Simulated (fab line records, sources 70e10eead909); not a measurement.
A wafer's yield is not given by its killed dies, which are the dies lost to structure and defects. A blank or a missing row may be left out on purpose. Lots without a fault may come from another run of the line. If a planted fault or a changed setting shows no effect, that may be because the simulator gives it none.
A struck lot beside a sound one | flow nandHarc | 13 out of 1159 route steps
Sound: wafers L506.2, L506.3, L506.4. Wafers struck: L515.1, L515.4, L515.6. The cause comes at the end.
At each step with rows: each side's tool, then ch and its chambers, then its first start. Under that, the readings that differ: sound wafers | struck wafers | difference of the means | sigmas: that difference in standard deviations of wafers without a fault.
alike: same words and numbers on both sides, and readings whose means sit less than 2 such deviations apart. not compared: any withheld reading, any reading some wafer has no value for, any bound like >300 that may hide the same value, and any number with overlapping values for which the record gives no deviation.
A row with sigmas, a row that says differs or no value, or rows on one side alone: a step with any of these is where the two part. When numbers do not overlap yet have no deviation, they are printed without sigmas and do not part them. A reading missing from all wafers of one side parts the sides only when that side holds two or more wafers.

NHARC_P_M0_CMP_23: polishes, t overpolish 20 s, target thk 117.53 nm.
  sound on cmp-01 ch 1,2,3, day 6 08:43; struck on cmp-01 ch 1,2,3, day 8 09:05
  alike: motorCurrentA, timeToEndpointS
NHARC_P_M0_THK_MEAS_24: measures by xrf.
  sound on filmMetro-02 at day 6 09:02; struck on filmMetro-01 at day 8 09:23
  alike: thkNm
following that, these wafers have no rows for 1 step: NHARC_P_M0_SRD_25.
NHARC_P_M0_INSPECT_27:
  sound on defectInspect-01 at day 6 09:11; struck on defectInspect-02 at day 8 09:32
  alike: rawDefectCount
NHARC_P_M0_PRE_CLEAN_31: time 12 s.
  sound on pecvd-03 ch 0,1, day 6 09:16; struck on pecvd-02 ch 0,1,2, day 8 09:37
  alike: heaterPowerW
NHARC_P_M0_DEP_32: deposits SiCN, target thk 30 nm.
  sound on pecvd-03 ch 0,1, day 6 09:22; struck on pecvd-02 ch 0,1,2, day 8 09:41
  alike: heaterPowerW, showerheadVppV
then, 5 steps without rows for these wafers: NHARC_P_M1_DEP_00 (deposits SiOC, target thk 182.5 nm); NHARC_P_M1_DEHYDRATE_01 (time 120 s); NHARC_P_M1_HMDS_02 (time 30 s); NHARC_P_M1_COAT_34 (time 65 s); NHARC_P_M1_COAT_03 (resist thk 90 nm).
NHARC_P_M1_SOFTBAKE_04: time 55 s.
  sound on lithoTrack-04 ch 0, day 6 10:00; struck on lithoTrack-04 ch 0, day 8 10:00
reading               | sound                | struck               | difference                    | sigmas
heaterPowerTotalW (W) | 188.39 188.29 188.41 | 206.44 206.44 206.38 | +18.06                        | +99 or more
plateTempC (C)        | 104.91 105.05 104.90 | - - -                | no value on the struck wafers | 
  alike: chillPlateTempC, exhaustPa
following that, these wafers have no rows for 1 step: NHARC_P_M1_EBR_05.

WHERE THEY PART
Only at NHARC_P_M1_SOFTBAKE_04, within this record.

WHY: whatever the simulator had introduced
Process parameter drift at NHARC_P_M1_SOFTBAKE_04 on lithoTrack-04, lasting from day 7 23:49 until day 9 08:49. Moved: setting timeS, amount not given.
